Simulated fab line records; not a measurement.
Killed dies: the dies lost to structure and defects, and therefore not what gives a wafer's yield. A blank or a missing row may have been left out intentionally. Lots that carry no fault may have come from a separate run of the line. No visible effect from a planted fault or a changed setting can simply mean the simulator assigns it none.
One fault seen from 2 desks :: flow nandHarc :: numbers are kept per desk, each desk with only its own; the story behind them comes last

== AT THE METROLOGY DESK ==
Lot by lot, what the gauges showed, no matter which tool ran the lot: averages of those sampled wafers that carry a number. A lot is out of limits, marked OUT, if its mean lies more than 4 standard deviations from the usual mean; the brackets give that distance.
Columns: A = thkNm at NHARC_A_M0_THK_MEAS_24, usual 114.1 nm; B = cdNm at NHARC_A_M1_CD_MEAS_09, usual 120.2 nm; C = overlayXNm at NHARC_A_M1_OVL_MEAS_10, usual -0.1 nm; D = overlayYNm at NHARC_A_M1_OVL_MEAS_10, usual 0.0 nm
lot: L820
first seen here: day 17 21:15
A: 113.5
B: 120.2
C: -0.2
D: 0.3

lot: L822
first seen here: day 18 00:07
A: 112.8
B: 120.4
C: 0.3
D: 0.8

lot: L824
first seen here: day 19 02:16
A: 114.1
B: 119.1
C: 0.5
D: 1.0

lot: L834
first seen here: day 21 13:08
A: 114.9
B: 120.7
C: -0.1
D: 0.1

lot: L837
first seen here: day 22 09:11
A: 114.8
B: 119.9
C: 0.4
D: -1.4

lot: L842
first seen here: day 23 12:04
A: 113.2
B: 119.2
C: 0.6
D: -0.0
This desk found nothing out of limits on any of the 6 lots.

== THE DEFECT DESK ==
Per lot, the means of the sampled wafers with a number show what the inspections along the route counted. A lot is out of limits, marked OUT, if its mean lies more than 4 standard deviations from the usual mean; the brackets give that distance.
Columns: A = rawDefectCount at NHARC_A_M0_INSPECT_27, usual 439; B = rawDefectCount at NHARC_A_M1_INSPECT_11, usual 33
lot: L820
first seen here: day 17 21:25
A: 420
B: 22

lot: L822
first seen here: day 18 00:17
A: 419
B: 27

lot: L824
first seen here: day 19 02:26
A: 397
B: 14

lot: L834
first seen here: day 21 13:17
A: 401
B: 836 (+54) OUT

lot: L837
first seen here: day 22 09:21
A: 297
B: 851 (+55) OUT

lot: L842
first seen here: day 23 12:14
A: 368
B: 73
This desk finds L834, L837 out of limits, L834 being first, at day 21 14:40 (rawDefectCount at NHARC_A_M1_INSPECT_11). In limits: L820, L822, L824, L842.

== ALL TOGETHER ==
The defect desk could have raised an alarm at day 21 14:40, on L834, L837.
The metrology desk saw nothing out of limits.
The metrology desk has L834, L837 on record, within its limits.
On pecvd-01, each named lot ran NHARC_A_M1_DEP_00.

== WHAT WAS PUT IN BY THE SIMULATOR ==
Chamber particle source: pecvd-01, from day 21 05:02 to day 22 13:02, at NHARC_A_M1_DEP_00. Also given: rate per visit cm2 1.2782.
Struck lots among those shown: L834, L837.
Hours from the fault's start to each desk's first reading out of limits: the defect desk, 10.
